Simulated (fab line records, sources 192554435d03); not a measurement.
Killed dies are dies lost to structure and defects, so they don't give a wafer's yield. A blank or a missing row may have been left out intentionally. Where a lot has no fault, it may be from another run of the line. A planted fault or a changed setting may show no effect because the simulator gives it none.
Chamber matching / flow n5Finfet / pecvd-04 running N5_FIN_SAQP_HM_DEP_03: 3 sister chambers
The step deposits SiNx from SiH4/NH3/N2, target thk 38 nm, time 33.6 s. 14 wafers are shown with their chamber, then 7 later ones without.

EACH WAFER AND ITS CHAMBER
wafer=L074.1; chamber=2; showerheadPlenumPTorr (Torr)=5.02; throttleValvePct (%)=45; heaterPowerW (W)=554
wafer=L074.4; chamber=2; showerheadPlenumPTorr (Torr)=5.01; throttleValvePct (%)=45; heaterPowerW (W)=573
wafer=L074.6; chamber=0; showerheadPlenumPTorr (Torr)=5.23; throttleValvePct (%)=36; heaterPowerW (W)=727
wafer=L076.3; chamber=0; showerheadPlenumPTorr (Torr)=5.24; throttleValvePct (%)=36; heaterPowerW (W)=705
wafer=L076.4; chamber=0; showerheadPlenumPTorr (Torr)=5.23; throttleValvePct (%)=37; heaterPowerW (W)=686
wafer=L076.6; chamber=2; showerheadPlenumPTorr (Torr)=5.01; throttleValvePct (%)=45; heaterPowerW (W)=564
wafer=L078.1; chamber=0; showerheadPlenumPTorr (Torr)=5.23; throttleValvePct (%)=37; heaterPowerW (W)=763
wafer=L078.4; chamber=1; showerheadPlenumPTorr (Torr)=5.19; throttleValvePct (%)=46; heaterPowerW (W)=945
wafer=L078.6; chamber=2; showerheadPlenumPTorr (Torr)=5.01; throttleValvePct (%)=45; heaterPowerW (W)=588
wafer=L082.1; chamber=0; showerheadPlenumPTorr (Torr)=5.22; throttleValvePct (%)=37; heaterPowerW (W)=700
wafer=L082.2; chamber=1; showerheadPlenumPTorr (Torr)=5.21; throttleValvePct (%)=45; heaterPowerW (W)=875
wafer=L082.3; chamber=2; showerheadPlenumPTorr (Torr)=5.01; throttleValvePct (%)=45; heaterPowerW (W)=570
wafer=L085.1; chamber=2; showerheadPlenumPTorr (Torr)=5.01; throttleValvePct (%)=45; heaterPowerW (W)=543
wafer=L085.4; chamber=2; showerheadPlenumPTorr (Torr)=5.00; throttleValvePct (%)=45; heaterPowerW (W)=551

SIGNATURES (averages over the wafers above)
reading=showerheadPlenumPTorr; chamber 0=5.2300; chamber 1=5.2000; chamber 2=5.0100; scatter within a chamber=0.00739
reading=throttleValvePct; chamber 0=36.60; chamber 1=45.50; chamber 2=45.00; scatter within a chamber=0.393
reading=heaterPowerW; chamber 0=716.20; chamber 1=910.00; chamber 2=563.29; scatter within a chamber=26
Rule: distance of a wafer from a chamber = root of the sum over the readings of ((wafer's reading minus chamber's mean) / reading's scatter) squared. If the next closest chamber is less than 2 further off than the closest, the wafer can't be placed; otherwise it belongs to the closest. The scatter is the square root of a quotient: the sum, over the shown wafers, of each reading's squared deviation from its chamber's mean, divided by wafers minus chambers.

WAFERS WITHOUT THEIR CHAMBER
wafer=L085.6; showerheadPlenumPTorr (Torr)=5.02; throttleValvePct (%)=45; heaterPowerW (W)=554
wafer=L090.2; showerheadPlenumPTorr (Torr)=5.23; throttleValvePct (%)=37; heaterPowerW (W)=672
wafer=L090.4; showerheadPlenumPTorr (Torr)=5.20; throttleValvePct (%)=46; heaterPowerW (W)=774
wafer=L090.6; showerheadPlenumPTorr (Torr)=5.23; throttleValvePct (%)=37; heaterPowerW (W)=667
wafer=L093.1; showerheadPlenumPTorr (Torr)=5.23; throttleValvePct (%)=37; heaterPowerW (W)=709
wafer=L093.2; showerheadPlenumPTorr (Torr)=5.01; throttleValvePct (%)=44; heaterPowerW (W)=605
wafer=L093.4; showerheadPlenumPTorr (Torr)=5.23; throttleValvePct (%)=37; heaterPowerW (W)=720

THE CHAMBER EACH PASSED THROUGH
wafer=L085.6; from the rows above=2; in truth=2
wafer=L090.2; from the rows above=0; in truth=0
wafer=L090.4; from the rows above=1; in truth=1
wafer=L090.6; from the rows above=0; in truth=0
wafer=L093.1; from the rows above=0; in truth=0
wafer=L093.2; from the rows above=2; in truth=2
wafer=L093.4; from the rows above=0; in truth=0
Correctly placed: 7 of 7. From these rows, 0 cannot be placed. Wrongly placed: 0.
